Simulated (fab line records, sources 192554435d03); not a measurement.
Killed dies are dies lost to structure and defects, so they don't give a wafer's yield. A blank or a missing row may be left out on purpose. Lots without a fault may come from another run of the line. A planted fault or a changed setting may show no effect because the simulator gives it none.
Chamber matching | flow n5_finfet | N5_BEOL_M9_CURE_71 on uv_cure-03: 3 sister chambers
The step cures SiCOH lowk, time 240 s. 3 wafers are shown with their chamber, then 8 later ones without.

WAFERS WITH THEIR CHAMBER
wafer  | chamber | wafer_temp_C_max
L086.4 | 1       | 386.5
L092.4 | 0       | 387.0
L093.4 | 2       | 386.8

WAFERS WITHOUT THEIR CHAMBER
wafer  | wafer_temp_C_max
L093.5 | 387.2
L093.6 | 386.7
L095.3 | 386.3
L095.4 | 386.2
L095.5 | 386.6
L097.1 | 386.4
L097.3 | 386.9
L097.5 | 387.0

WHICH CHAMBER EACH WENT THROUGH
wafer  | from the rows above          | in truth
L093.5 | can't be placed: 0 or 2      | 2
L093.6 | can't be placed: 2 or 1 or 0 | 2
L095.3 | can't be placed: 1 or 2      | 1
L095.4 | can't be placed: 1 or 2      | 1
L095.5 | can't be placed: 1 or 2 or 0 | 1
L097.1 | can't be placed: 1 or 2      | 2
L097.3 | can't be placed: 2 or 0 or 1 | 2
L097.5 | can't be placed: 0 or 2      | 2
Placed correctly: 0 of 8. Can't be placed from these rows: 8 (the true chamber is among the candidates in 8). Placed wrongly: 0.
How it was worked out, from the rows above alone: a wafer's distance from a chamber is the root of the sum, over the readings, of the square of ((its reading less the chamber's mean) divided by the reading's scatter). The wafer belongs to the nearest chamber; if the next one is less than 2 further off, it can't be placed. A chamber's mean is the mean of its shown wafers. The scatter: with one shown wafer a chamber, the root of the mean of the squares of how far each hidden wafer lies from its nearest shown one.
